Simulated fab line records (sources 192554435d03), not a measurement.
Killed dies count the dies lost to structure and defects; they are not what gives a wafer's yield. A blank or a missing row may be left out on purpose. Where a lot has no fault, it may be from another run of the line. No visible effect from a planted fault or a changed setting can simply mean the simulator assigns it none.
A single fault, viewed from 2 desks | flow n5Finfet | each desk holds nothing but its own numbers, with what lay behind them at the end

## METROLOGY DESK
What the gauges read for every lot (on any tool): the sampled wafers with a number, averaged. Any lot whose mean is over 4 standard deviations away from the usual mean is out of limits and marked OUT; that distance is given in the brackets. It has 10 readings; the 7 that lie furthest out on some lot are the ones shown.
Columns: A = IOFF_P at N5_BEOL_M4_RC_MEAS_101, usual 0.21 nA/um; B = ION_N at N5_BEOL_M4_RC_MEAS_101, usual 672 uA/um; C = ION_P at N5_BEOL_M4_RC_MEAS_101, usual 462 uA/um; D = SS_N at N5_BEOL_M4_RC_MEAS_101, usual 71.5 mV/dec; E = SS_P at N5_BEOL_M4_RC_MEAS_101, usual 73.2 mV/dec; F = VT_N at N5_BEOL_M4_RC_MEAS_101, usual 250 mV; G = VT_P at N5_BEOL_M4_RC_MEAS_101, usual -250 mV
lot  | first seen here | A    | B   | C   | D    | E    | F   | G
L595 | day 7 22:11     | 0.20 | 675 | 455 | 72.9 | 73.2 | 251 | -250
L601 | day 9 17:10     | 0.17 | 665 | 454 | 71.6 | 73.6 | 254 | -256
L602 | day 9 23:46     | 0.16 | 660 | 456 | 71.3 | 72.5 | 254 | -254
L606 | day 10 20:46    | 0.20 | 672 | 461 | 71.5 | 74.2 | 250 | -250
L605 | day 11 00:23    | 0.21 | 676 | 464 | 71.5 | 73.2 | 250 | -247
L607 | day 11 04:14    | 0.17 | 657 | 458 | 70.8 | 72.9 | 252 | -252
L610 | day 11 23:43    | 0.27 | 694 | 479 | 72.0 | 73.6 | 245 | -245
L615 | day 13 12:31    | 0.20 | 660 | 458 | 71.5 | 72.9 | 253 | -251
L616 | day 13 15:20    | 0.22 | 682 | 467 | 71.5 | 72.8 | 249 | -248
This desk found nothing out of limits on any of the 9 lots.

## AT THE TOOL OWNER'S DESK: pvdSputter-02
The tool's own readings at N5_BEOL_M4_ANNEAL_87 (time 240 s): means of the sampled wafers that have a number, for each lot that ran on this tool. Any lot whose mean is over 4 standard deviations away from the usual mean is out of limits and marked OUT; that distance is given in the brackets.
Columns: A = heaterPowerW at N5_BEOL_M4_ANNEAL_87, usual 813 W; B = susceptorTempC at N5_BEOL_M4_ANNEAL_87, usual 400.02 C
lot  | first seen here | A   | B
L595 | day 7 20:04     | 834 | 399.84
L606 | day 10 18:37    | 851 | 400.02
L605 | day 10 21:47    | 784 | 400.19
L610 | day 11 21:35    | 845 | 400.30
This desk found nothing out of limits on any of the 4 lots.

## ALL TOGETHER
Nothing out of limits was seen by the metrology desk.
The desk of the tool owner found nothing out of limits.

## WHAT HAD BEEN PUT IN BY THE SIMULATOR
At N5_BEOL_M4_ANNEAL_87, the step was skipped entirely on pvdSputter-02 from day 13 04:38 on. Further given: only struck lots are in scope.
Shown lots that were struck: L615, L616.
